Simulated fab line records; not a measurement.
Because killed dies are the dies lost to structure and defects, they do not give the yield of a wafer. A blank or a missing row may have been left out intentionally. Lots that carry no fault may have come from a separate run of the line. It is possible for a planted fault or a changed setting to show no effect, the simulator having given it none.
Lot-split experiment ; flow n5_finfet ; 39 wafers read from 7 lots, route of 1938 steps

== ABOUT THE SPLIT ==
At N5_SD_EPI_P_EPI_21 (deposits SiGe:B, time 355 s), the setting epi_growth_time_s was moved away from the recipe's 355 s on 18 of the 39 wafers read, by -9.9% to +9.0%. For the rest of the wafers, this setting stayed at what the recipe calls for.

== FROM THE SPLIT TO THE READING: what the file shows between them, 3 steps ==
- N5_SD_EPI_P_HM_STRIP_48: strips SiNx in H3PO4, material SiNx, target depth 3 nm
- N5_SD_ACTIVATION_RTA_00: time 0 s
- N5_SD_ACTIVATION_LSA_01: time 0.0008 s

== THE READING ==
RS_SD_P in ohm/sq, measured at N5_SD_ACTIVATION_RS_MEAS_03 by four-point-probe. A value of 56.0 ohm/sq with a standard deviation of 0.7 ohm/sq is what fault-free wafers of this fab line usually give.

wafer;tool, chamber at the split;epi_growth_time_s as run, s;against the recipe;RS_SD_P, ohm/sq;against lot-mates on the recipe
L076.1;epi_rpcvd-02, 0;355;recipe;55.5;-
L076.2;epi_rpcvd-02, 0;387.1;+9.0%;53.6;-2.3
L076.3;epi_rpcvd-02, 0;387.1;+9.0%;52.4;-3.5
L076.4;epi_rpcvd-02, 0;355;recipe;56.6;-
L076.5;epi_rpcvd-02, 0;387.1;+9.0%;52.7;-3.2
L076.6;epi_rpcvd-02, 0;355;recipe;55.5;-
L082.1;epi_rpcvd-02, 0;355;recipe;55.3;-
L082.3;epi_rpcvd-02, 0;355;recipe;56.2;-
L082.5;epi_rpcvd-02, 0;355;recipe;55.7;-
L083.1;epi_rpcvd-02, 0;342.2;-3.6%;56.6;+0.9
L083.2;epi_rpcvd-02, 0;342.2;-3.6%;57.0;+1.3
L083.3;epi_rpcvd-02, 0;355;recipe;56.3;-
L083.4;epi_rpcvd-02, 0;355;recipe;55.1;-
L083.5;epi_rpcvd-02, 0;355;recipe;55.6;-
L083.6;epi_rpcvd-02, 0;342.2;-3.6%;57.4;+1.7
L084.1;epi_rpcvd-02, 0;382.4;+7.7%;53.5;-3.3
L084.2;epi_rpcvd-02, 0;382.4;+7.7%;53.5;-3.3
L084.3;epi_rpcvd-02, 0;382.4;+7.7%;53.4;-3.4
L084.4;epi_rpcvd-02, 0;355;recipe;57.1;-
L084.5;epi_rpcvd-02, 0;355;recipe;56.8;-
L084.6;epi_rpcvd-02, 0;355;recipe;56.6;-
L089.1;epi_rpcvd-04, 0;355;recipe;55.6;-
L089.2;epi_rpcvd-04, 0;355;recipe;54.9;-
L089.3;epi_rpcvd-04, 0;343;-3.4%;56.2;+0.8
L089.4;epi_rpcvd-04, 0;355;recipe;55.6;-
L089.5;epi_rpcvd-04, 0;343;-3.4%;56.1;+0.7
L089.6;epi_rpcvd-04, 0;343;-3.4%;57.2;+1.8
L091.1;epi_rpcvd-02, 0;333.6;-6.0%;58.2;+2.6
L091.2;epi_rpcvd-02, 0;355;recipe;56.4;-
L091.3;epi_rpcvd-02, 0;333.6;-6.0%;58.5;+2.9
L091.4;epi_rpcvd-02, 0;333.6;-6.0%;58.8;+3.2
L091.5;epi_rpcvd-02, 0;355;recipe;55.3;-
L091.6;epi_rpcvd-02, 0;355;recipe;55.0;-
L095.1;epi_rpcvd-01, 0;319.9;-9.9%;61.8;+5.0
L095.2;epi_rpcvd-01, 0;355;recipe;56.6;-
L095.3;epi_rpcvd-01, 0;355;recipe;57.5;-
L095.4;epi_rpcvd-01, 0;319.9;-9.9%;61.0;+4.2
L095.5;epi_rpcvd-01, 0;319.9;-9.9%;59.9;+3.1
L095.6;epi_rpcvd-01, 0;355;recipe;56.4;-

THE FIT
A straight line over all 39 wafers: RS_SD_P changes by -0.387 ohm/sq for each +1% of epi_growth_time_s; r = -0.93; the points scatter about the line by 0.76 ohm/sq.
The same after taking each lot's own level away (the mean of its wafers on the recipe; 39 wafers): -0.397 ohm/sq for each +1%; r = -0.96; scatter 0.53 ohm/sq.
That fit puts the effect of the largest move of epi_growth_time_s on the reading at 3.9 ohm/sq.
Measured against the standard deviation above, the lots' own levels, which go from 55.37 to 56.83 ohm/sq, span 2.1 times it.
The two slopes agree, so the slope changes little with the lot-to-lot level.
Check: for one of the wafers moved furthest among these (-9.9%), held out of the fit, the line's prediction against its lot-mates is +3.84 ohm/sq. Against them it came out at +4.97 ohm/sq.

== FURTHER SPLITS ON THESE WAFERS ==
Before the reading, these wafers also passed through other splits. Each is held against what the fit with the lots' levels taken away leaves over:
other split on the same wafers;wafers away from the commonest value;r with RS_SD_P (lot level and that fit taken away)
N5_DUMMY_GATE_ETCH_31 target_depth_a;15;-0.14

== THE WHOLE CHAIN: every reading that the file lists as answering this split, in the file's order ==
step;what it does;reading;change (the file's fit);r (the file's)
N5_SD_EPI_P_EPI_21;deposits SiGe:B, time 355 s;SiGe-B_of_SD_EPI_P_EPI_21.thk_nm (the simulator's own value, which no gauge read);+0.412 nm for each +1% of the setting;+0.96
N5_SD_ACTIVATION_RS_MEAS_03;measures by four-point-probe;RS_SD_P;-0.397 for each +1% of the setting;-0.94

== THE FILE'S OWN FIT ==
RS_SD_P changes by -0.397 ohm/sq for each +1% of epi_growth_time_s, r = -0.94.
